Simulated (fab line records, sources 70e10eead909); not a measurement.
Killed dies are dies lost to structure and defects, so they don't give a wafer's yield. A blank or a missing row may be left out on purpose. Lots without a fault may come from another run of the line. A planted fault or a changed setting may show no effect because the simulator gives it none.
Chamber matching | flow nand_harc | NHARC_P_ZERO_WELL_DESCUM_26 on rie_diel-01: 4 sister chambers
The step chemistry O2, time 3 s. 8 wafers are shown with their chamber, then 7 later ones without.

WAFERS WITH THEIR CHAMBER
wafer  | chamber | showerhead_plenum_p_Torr (Torr) | oes_product_au (a.u.)
L076.1 | 0       | 1.77                            | 0.995
L084.5 | 2       | 1.92                            | 0.993
L084.6 | 3       | 2.07                            | 0.998
L087.3 | 3       | 2.06                            | 1.002
L087.5 | 0       | 1.76                            | 1.005
L087.6 | 1       | 1.96                            | 1.003
L090.2 | 2       | 1.91                            | 0.983
L090.3 | 1       | 1.95                            | 1.003

WAFERS WITHOUT THEIR CHAMBER
wafer  | showerhead_plenum_p_Torr (Torr) | oes_product_au (a.u.)
L090.6 | 1.76                            | 1.003
L091.3 | 1.76                            | 0.991
L091.4 | 1.91                            | 0.999
L091.5 | 1.95                            | 1.003
L094.1 | 2.06                            | 1.002
L094.2 | 1.91                            | 0.975
L094.5 | 2.06                            | 0.993

WHICH CHAMBER EACH WENT THROUGH
wafer  | from the rows above | in truth
L090.6 | 0                   | 0
L091.3 | 0                   | 0
L091.4 | 2                   | 2
L091.5 | 1                   | 1
L094.1 | 3                   | 3
L094.2 | 2                   | 2
L094.5 | 3                   | 3
Placed correctly: 7 of 7. Can't be placed from these rows: 0. Placed wrongly: 0.
How it was worked out, from the rows above alone: a wafer's distance from a chamber is the root of the sum, over the readings, of the square of ((its reading less the chamber's mean) divided by the reading's scatter). The wafer belongs to the nearest chamber; if the next one is less than 2 further off, it can't be placed. A chamber's mean is the mean of its shown wafers. The scatter: the root of (the sum of the squares of (reading less its chamber's mean) over the shown wafers, divided by (wafers less chambers)).
